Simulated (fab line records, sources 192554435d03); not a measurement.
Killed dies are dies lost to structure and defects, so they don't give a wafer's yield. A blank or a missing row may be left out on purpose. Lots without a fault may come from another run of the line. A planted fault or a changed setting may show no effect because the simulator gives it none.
Which tool did it? | flow n5_finfet | 10 lots, 29 wafers sampled, at 1 step of a route of 1938

WHAT THE GAUGES READ, wafer by wafer
N5_DUMMY_GATE_CD_MEAS_24: target cd 15 nm.
lot  | measured    | on        | cd_nm (nm)
L225 | day 3 08:06 | cd_sem-02 | 15.0 14.8 14.9
L226 | day 3 11:31 | cd_sem-02 | 14.9 15.2 15.3
L227 | day 3 16:48 | cd_sem-03 | 15.2 15.2 15.3
L230 | day 4 12:40 | cd_sem-01 | 14.8 15.5 15.2
L231 | day 4 20:20 | cd_sem-01 | 15.1 15.2 15.2
L232 | day 4 23:16 | cd_sem-02 | 15.2 14.9 15.0
L241 | day 7 07:04 | cd_sem-02 | 14.7 15.1 15.1
L242 | day 7 11:59 | cd_sem-02 | 14.6 15.5
L246 | day 8 10:58 | cd_sem-02 | 14.8 15.1 14.8
L247 | day 8 17:26 | cd_sem-01 | 14.6 14.4 14.8

WHICH TOOL RAN EACH LOT (tool, then ch and the chambers of the sampled wafers, then the start)
The record holds no process step before these readings.

THE ANSWER, worked out from the rows above alone
Rule: what is usual is taken from the lots themselves. Put in order of their means at a reading, lots are off if they are a third of the lots or fewer, leave a main group of 4 or more, and stand apart from it by a gap of 3 or more times the standard deviation of the main group's means; of several such gaps the widest counts. A main group whose means are all the same, to the digits that the tables above print for the reading, isn't used. A lot without any number at a reading at which 4 lots or more have one is off too. The other lots that the step has rows for count as sound.
No lot is off at any reading shown: from this, nothing can be told.

WHAT THE SIMULATOR HAD PUT IN
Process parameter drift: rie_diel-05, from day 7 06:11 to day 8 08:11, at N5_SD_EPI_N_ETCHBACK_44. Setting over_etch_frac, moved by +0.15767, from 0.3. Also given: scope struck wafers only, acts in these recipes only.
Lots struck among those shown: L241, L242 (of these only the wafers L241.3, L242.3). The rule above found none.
